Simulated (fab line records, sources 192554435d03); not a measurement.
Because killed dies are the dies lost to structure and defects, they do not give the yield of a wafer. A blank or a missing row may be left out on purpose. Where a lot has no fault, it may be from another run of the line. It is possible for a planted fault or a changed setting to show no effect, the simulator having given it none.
Chamber matching / flow n5Finfet / aldMetal-01 running N5_BEOL_M11_ALD_74: 4 sister chambers
The step deposits TaN, target thk 2 nm, pulse time 2 s, purge time 3 s. 8 wafers are shown with their chamber, then 7 later ones without.

## WAFERS, EACH WITH ITS CHAMBER
wafer=L078.3; chamber=2; heaterPowerW (W)=398; precursorVesselTempC (C)=75.03
wafer=L084.1; chamber=1; heaterPowerW (W)=447; precursorVesselTempC (C)=74.75
wafer=L084.2; chamber=0; heaterPowerW (W)=513; precursorVesselTempC (C)=75.15
wafer=L090.1; chamber=3; heaterPowerW (W)=388; precursorVesselTempC (C)=75.17
wafer=L090.2; chamber=0; heaterPowerW (W)=502; precursorVesselTempC (C)=74.93
wafer=L090.3; chamber=2; heaterPowerW (W)=412; precursorVesselTempC (C)=75.05
wafer=L094.1; chamber=1; heaterPowerW (W)=412; precursorVesselTempC (C)=75.08
wafer=L094.2; chamber=3; heaterPowerW (W)=380; precursorVesselTempC (C)=75.08

## WAFERS MISSING THEIR CHAMBER
wafer=L094.5; heaterPowerW (W)=479; precursorVesselTempC (C)=74.97
wafer=L093.3; heaterPowerW (W)=366; precursorVesselTempC (C)=74.94
wafer=L093.4; heaterPowerW (W)=375; precursorVesselTempC (C)=74.86
wafer=L093.5; heaterPowerW (W)=375; precursorVesselTempC (C)=74.90
wafer=L096.1; heaterPowerW (W)=416; precursorVesselTempC (C)=75.01
wafer=L096.2; heaterPowerW (W)=369; precursorVesselTempC (C)=75.00
wafer=L096.6; heaterPowerW (W)=480; precursorVesselTempC (C)=75.15

## WHICH CHAMBER EACH WENT THROUGH
wafer=L094.5; from the rows above=can't be placed: 0 or 1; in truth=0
wafer=L093.3; from the rows above=can't be placed: 3 or 2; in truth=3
wafer=L093.4; from the rows above=can't be placed: 3 or 2 or 1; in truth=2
wafer=L093.5; from the rows above=can't be placed: 3 or 2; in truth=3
wafer=L096.1; from the rows above=can't be placed: 2 or 1 or 3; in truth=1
wafer=L096.2; from the rows above=can't be placed: 3 or 2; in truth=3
wafer=L096.6; from the rows above=can't be placed: 0 or 1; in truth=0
Correct placement for 0 of the 7. These rows do not allow placing 7 (true chamber among the candidates in 7). Wrongly placed: 0.
How it was worked out, from the rows above alone: a wafer's distance from a chamber is the root of the sum, over the readings, of the square of ((its reading less the chamber's mean) divided by the reading's scatter). If the next closest chamber is less than 2 further off than the closest, the wafer can't be placed; otherwise it belongs to the closest. A chamber's mean is the mean of its shown wafers. The scatter is the square root of a quotient: the sum, over the shown wafers, of each reading's squared deviation from its chamber's mean, divided by wafers minus chambers.
